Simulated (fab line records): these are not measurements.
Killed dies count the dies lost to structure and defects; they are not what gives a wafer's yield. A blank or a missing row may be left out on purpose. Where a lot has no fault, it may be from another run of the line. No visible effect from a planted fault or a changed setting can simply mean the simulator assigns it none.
Chamber matching / flow n5_finfet / N5_BEOL_M1_PECVD_72 on pecvd-03 has 3 sister chambers
The step deposits SiO2 from TEOS/O2, target thk 16 nm, time 18 s. 14 wafers are shown with their chamber, then 7 later ones without.

WAFERS, EACH WITH ITS CHAMBER
wafer=L075.1; chamber=1; heater_power_w (W)=691; throttle_valve_pct (%)=21.6; showerhead_plenum_p_Torr (Torr)=8.83
wafer=L075.2; chamber=2; heater_power_w (W)=606; throttle_valve_pct (%)=22.8; showerhead_plenum_p_Torr (Torr)=8.88
wafer=L075.5; chamber=2; heater_power_w (W)=614; throttle_valve_pct (%)=22.6; showerhead_plenum_p_Torr (Torr)=8.86
wafer=L089.1; chamber=0; heater_power_w (W)=581; throttle_valve_pct (%)=21.7; showerhead_plenum_p_Torr (Torr)=8.83
wafer=L089.2; chamber=1; heater_power_w (W)=790; throttle_valve_pct (%)=21.8; showerhead_plenum_p_Torr (Torr)=8.82
wafer=L089.3; chamber=0; heater_power_w (W)=599; throttle_valve_pct (%)=21.9; showerhead_plenum_p_Torr (Torr)=8.83
wafer=L088.1; chamber=1; heater_power_w (W)=830; throttle_valve_pct (%)=21.9; showerhead_plenum_p_Torr (Torr)=8.83
wafer=L088.4; chamber=1; heater_power_w (W)=804; throttle_valve_pct (%)=21.8; showerhead_plenum_p_Torr (Torr)=8.81
wafer=L088.6; chamber=1; heater_power_w (W)=811; throttle_valve_pct (%)=21.6; showerhead_plenum_p_Torr (Torr)=8.84
wafer=L093.1; chamber=0; heater_power_w (W)=578; throttle_valve_pct (%)=21.9; showerhead_plenum_p_Torr (Torr)=8.82
wafer=L093.5; chamber=1; heater_power_w (W)=783; throttle_valve_pct (%)=21.7; showerhead_plenum_p_Torr (Torr)=8.83
wafer=L093.6; chamber=0; heater_power_w (W)=577; throttle_valve_pct (%)=21.9; showerhead_plenum_p_Torr (Torr)=8.83
wafer=L095.2; chamber=0; heater_power_w (W)=606; throttle_valve_pct (%)=22.0; showerhead_plenum_p_Torr (Torr)=8.81
wafer=L095.3; chamber=1; heater_power_w (W)=769; throttle_valve_pct (%)=21.6; showerhead_plenum_p_Torr (Torr)=8.82

SIGNATURES (means of the wafers above)
reading=heater_power_w; chamber 0=588.20; chamber 1=782.57; chamber 2=610.00; scatter within a chamber=34.2
reading=throttle_valve_pct; chamber 0=21.880; chamber 1=21.714; chamber 2=22.700; scatter within a chamber=0.119
reading=showerhead_plenum_p_Torr; chamber 0=8.8240; chamber 1=8.8257; chamber 2=8.8700; scatter within a chamber=0.00996
Rule: distance of a wafer from a chamber = root of the sum over the readings of ((wafer's reading minus chamber's mean) / reading's scatter) squared. The wafer belongs to the nearest chamber; if the next one is less than 2 further off, it can't be placed. The scatter: the root of (the sum of the squares of (reading less its chamber's mean) over the shown wafers, divided by (wafers less chambers)).

WAFERS MISSING THEIR CHAMBER
wafer=L095.4; heater_power_w (W)=602; throttle_valve_pct (%)=21.9; showerhead_plenum_p_Torr (Torr)=8.82
wafer=L092.4; heater_power_w (W)=683; throttle_valve_pct (%)=20.7; showerhead_plenum_p_Torr (Torr)=8.83
wafer=L092.5; heater_power_w (W)=616; throttle_valve_pct (%)=21.9; showerhead_plenum_p_Torr (Torr)=8.80
wafer=L092.6; heater_power_w (W)=644; throttle_valve_pct (%)=21.6; showerhead_plenum_p_Torr (Torr)=8.81
wafer=L096.1; heater_power_w (W)=582; throttle_valve_pct (%)=20.5; showerhead_plenum_p_Torr (Torr)=8.83
wafer=L096.3; heater_power_w (W)=787; throttle_valve_pct (%)=21.6; showerhead_plenum_p_Torr (Torr)=8.81
wafer=L096.5; heater_power_w (W)=802; throttle_valve_pct (%)=22.0; showerhead_plenum_p_Torr (Torr)=8.82

WHICH CHAMBER EACH WENT THROUGH
wafer=L095.4; from the rows above=0; in truth=0
wafer=L092.4; from the rows above=can't be placed: 1 or 0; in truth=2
wafer=L092.5; from the rows above=0; in truth=0
wafer=L092.6; from the rows above=can't be placed: 0 or 1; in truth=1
wafer=L096.1; from the rows above=can't be placed: 0 or 1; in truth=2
wafer=L096.3; from the rows above=1; in truth=1
wafer=L096.5; from the rows above=1; in truth=1
4 of 7 placed correctly. These rows do not allow placing 3 (true chamber among the candidates in 1). 0 placed wrongly.
